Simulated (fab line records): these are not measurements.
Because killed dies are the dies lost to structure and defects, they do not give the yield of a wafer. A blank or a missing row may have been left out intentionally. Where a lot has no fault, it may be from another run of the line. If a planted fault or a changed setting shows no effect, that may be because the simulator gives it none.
Matching of chambers	flow n5-finfet	rie-diel-01 running N5_HKMG_FIN_ETCH_86: 4 sister chambers
The step etches SOC in N2/H2, stops on TiN, target depth 393.2 nm. 8 wafers are shown with their chamber, then 8 later ones without.

## WAFERS WITH THEIR CHAMBER
wafer	chamber	showerhead-plenum-p-Torr (Torr)	drypump-motor-current-A (A)
L083.1	2	2.44	4.8
L091.2	1	2.62	5.0
L092.2	0	2.53	5.9
L092.5	3	2.68	6.2
L093.2	3	2.68	6.1
L093.4	0	2.53	5.8
L093.6	1	2.62	5.1
L094.2	2	2.43	4.8

## WAFERS WITHOUT THEIR CHAMBER
wafer	showerhead-plenum-p-Torr (Torr)	drypump-motor-current-A (A)
L094.5	2.43	4.9
L094.6	2.62	5.1
L097.1	2.53	5.8
L097.2	2.43	4.8
L097.3	2.62	5.1
L097.4	2.68	6.2
L097.5	2.68	6.2
L097.6	2.43	4.8

## EACH ONE'S CHAMBER
wafer	from the rows above	in truth
L094.5	2	2
L094.6	1	1
L097.1	0	0
L097.2	2	2
L097.3	1	1
L097.4	3	3
L097.5	3	3
L097.6	2	2
8 of 8 placed correctly. From these rows, 0 cannot be placed. Number placed wrongly: 0.
How it was worked out, from the rows above alone: a wafer's distance from a chamber is the root of the sum, over the readings, of the square of ((its reading less the chamber's mean) divided by the reading's scatter). If the next closest chamber is less than 2 further off than the closest, the wafer can't be placed; otherwise it belongs to the closest. A chamber's mean is the mean of its shown wafers. The scatter is the square root of a quotient: the sum, over the shown wafers, of each reading's squared deviation from its chamber's mean, divided by wafers minus chambers.
